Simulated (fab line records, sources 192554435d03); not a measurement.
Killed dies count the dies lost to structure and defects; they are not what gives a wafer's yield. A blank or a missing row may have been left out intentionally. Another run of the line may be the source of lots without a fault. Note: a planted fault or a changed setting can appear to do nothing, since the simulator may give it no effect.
Chamber matching + flow n5Finfet + 4 sister chambers for N5_FIN_CUT_CUT_ETCH_27 on rieDiel-05
The step etches SiO2 in CHF3/O2, target depth 4 nm, overetch 2 nm, time 4.9 s. 20 wafers are shown with their chamber, then 10 later ones without.

== WAFERS WITH THEIR CHAMBER ==
| wafer  | chamber | rfVppV (V) | showerheadPlenumPTorr (Torr) | throttleValvePct (%) |
|--------|---------|------------|------------------------------|----------------------|
| L076.1 | 0       | 487        | 2.31                         | 18.66                |
| L076.3 | 1       | 526        | 2.48                         | 18.67                |
| L076.6 | 1       | 527        | 2.48                         | 18.66                |
| L077.2 | 0       | 486        | 2.31                         | 18.65                |
| L077.4 | 2       | 535        | 2.33                         | 18.59                |
| L077.6 | 2       | 534        | 2.33                         | 18.59                |
| L079.1 | 2       | 532        | 2.33                         | 18.62                |
| L079.5 | 3       | 553        | 2.52                         | 19.18                |
| L079.6 | 2       | 533        | 2.33                         | 18.61                |
| L083.1 | 2       | 534        | 2.33                         | 18.62                |
| L083.5 | 0       | 486        | 2.31                         | 18.66                |
| L083.6 | 2       | 533        | 2.33                         | 18.64                |
| L085.1 | 1       | 527        | 2.47                         | 18.68                |
| L085.3 | 3       | 553        | 2.51                         | 19.19                |
| L085.5 | 0       | 486        | 2.31                         | 18.68                |
| L090.3 | 1       | 524        | 2.47                         | 18.69                |
| L090.4 | 2       | 534        | 2.33                         | 18.65                |
| L090.6 | 0       | 486        | 2.30                         | 18.68                |
| L091.2 | 1       | 525        | 2.47                         | 18.69                |
| L091.3 | 0       | 485        | 2.30                         | 18.68                |

SIGNATURES (averages over the wafers above)
| reading               | chamber 0 | chamber 1 | chamber 2 | chamber 3 | scatter within a chamber |
|-----------------------|-----------|-----------|-----------|-----------|--------------------------|
| rfVppV                | 486.00    | 525.80    | 533.57    | 553.00    | 0.952                    |
| showerheadPlenumPTorr | 2.3067    | 2.4740    | 2.3300    | 2.5150    | 0.00435                  |
| throttleValvePct      | 18.6683   | 18.6780   | 18.6171   | 19.1850   | 0.0172                   |
Rule: for a wafer and a chamber, the distance is found by dividing, reading by reading, the gap between the wafer's reading and the chamber's mean by the reading's scatter, squaring, summing and taking the root. The wafer belongs to the nearest chamber; if the next one is less than 2 further off, it can't be placed. How the scatter is found: for the shown wafers, subtract from each reading the mean of its chamber, square and add these, divide the total by (wafers less chambers), then take the root.

== WAFERS WITHOUT THEIR CHAMBER ==
| wafer  | rfVppV (V) | showerheadPlenumPTorr (Torr) | throttleValvePct (%) |
|--------|------------|------------------------------|----------------------|
| L091.5 | 535        | 2.32                         | 18.65                |
| L092.1 | 525        | 2.47                         | 18.70                |
| L092.2 | 553        | 2.51                         | 19.22                |
| L092.5 | 487        | 2.30                         | 18.69                |
| L094.2 | 486        | 2.30                         | 18.70                |
| L094.3 | 553        | 2.51                         | 19.23                |
| L094.6 | 526        | 2.47                         | 18.71                |
| L095.2 | 487        | 2.30                         | 18.70                |
| L095.5 | 554        | 2.51                         | 19.22                |
| L095.6 | 484        | 2.30                         | 18.69                |

== EACH ONE'S CHAMBER ==
| wafer  | from the rows above | in truth |
|--------|---------------------|----------|
| L091.5 | 2                   | 2        |
| L092.1 | 1                   | 1        |
| L092.2 | 3                   | 3        |
| L092.5 | 0                   | 0        |
| L094.2 | 0                   | 0        |
| L094.3 | 3                   | 3        |
| L094.6 | 1                   | 1        |
| L095.2 | 0                   | 0        |
| L095.5 | 3                   | 3        |
| L095.6 | 0                   | 0        |
Correct placement for 10 of the 10. Can't be placed from these rows: 0. 0 placed wrongly.
